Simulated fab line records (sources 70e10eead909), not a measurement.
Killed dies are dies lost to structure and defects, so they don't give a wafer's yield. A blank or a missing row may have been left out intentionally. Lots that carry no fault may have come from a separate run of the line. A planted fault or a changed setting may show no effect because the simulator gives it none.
One fault through the eyes of 3 desks	flow nandHarc	each desk has only its own numbers; what lay behind them comes last

== METROLOGY DESK ==
What the gauges read for every lot (on any tool): the sampled wafers with a number, averaged. The brackets show how far a lot's mean lies from the usual mean; more than 4 standard deviations puts the lot out of limits, marked OUT.
Columns: A = thkNm at NHARC_A_ONON_D1_THK_MEAS_18, usual 997 nm
lot	first seen here	A
L659	day 8 01:45	999
L661	day 8 23:59	998
L662	day 9 10:42	1009
L663	day 9 10:42	1011
L664	day 10 03:23	1006
L665	day 10 21:01	995
L667	day 11 13:07	1017
L673	day 14 02:24	676 (-32) OUT
L677	day 15 12:05	996
L679	day 16 18:54	987
L680	day 16 18:55	1003
L681	day 17 07:50	986
L682	day 17 23:57	994
Finding of this desk: L673 out of limits; the first was L673 at day 14 02:24, on thkNm at NHARC_A_ONON_D1_THK_MEAS_18. L659, L661, L662, L663, L664, L665, L667, L677, L679, L680, L681, L682: within limits.

== TOOL OWNER'S DESK, pecvdOnon-01 ==
The tool's own readings at NHARC_A_ONON_D1_DEP_16 (target thk 1000 nm): means of the sampled wafers that have a number, for each lot that ran on this tool. The brackets show how far a lot's mean lies from the usual mean; more than 4 standard deviations puts the lot out of limits, marked OUT.
Columns: A = susceptorTempC at NHARC_A_ONON_D1_DEP_16, usual 400.03 C
lot	first seen here	A
L661	day 8 23:29	400.23
L662	day 9 10:11	399.85
L665	day 10 20:34	400.17
L673	day 14 01:53	399.97
L679	day 16 18:27	400.03
L681	day 17 07:22	399.97
L682	day 17 23:26	400.24
Result from this desk: across the 7 lots, nothing is out of limits.

== THE DEFECT DESK ==
For each lot, the counts of the inspections along the route, averaged over the sampled wafers that have a number. The brackets show how far a lot's mean lies from the usual mean; more than 4 standard deviations puts the lot out of limits, marked OUT.
Columns: A = rawDefectCount at NHARC_A_SOURCE_PLATE_INSPECT_08, usual 64; B = rawDefectCount at NHARC_A_ONON_D1_INSPECT_32, usual 76
lot	first seen here	A	B
L659	day 7 14:58	48	65
L661	day 8 13:06	57	68
L662	day 9 00:14	76	89
L663	day 9 00:16	46	55
L664	day 9 16:43	48	55
L665	day 10 09:23	104	119
L667	day 11 02:34	64	74
L673	day 13 15:41	38	45
L677	day 15 00:33	93	110
L679	day 16 08:27	96	108
L680	day 16 08:27	50	61
L681	day 16 21:13	64	71
L682	day 17 09:51	53	73
Result from this desk: across the 13 lots, nothing is out of limits.

== ALL TOGETHER ==
The metrology desk could have raised an alarm at day 14 02:24, on L673.
Nothing out of limits was seen by the tool owner's desk.
The defect desk saw nothing out of limits.
On record at the tool owner's desk: L673, within its limits.
The defect desk has L673 on record, within its limits.
All the named lots went through NHARC_A_ONON_D1_DEP_16 on pecvdOnon-01.

== WHAT THE SIMULATOR PUT IN ==
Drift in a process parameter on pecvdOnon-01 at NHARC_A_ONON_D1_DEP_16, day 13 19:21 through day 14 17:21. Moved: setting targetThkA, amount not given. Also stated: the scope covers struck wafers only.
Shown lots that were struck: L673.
Time in hours between the start of the fault and the first out-of-limits reading at each desk: metrology desk, 7.
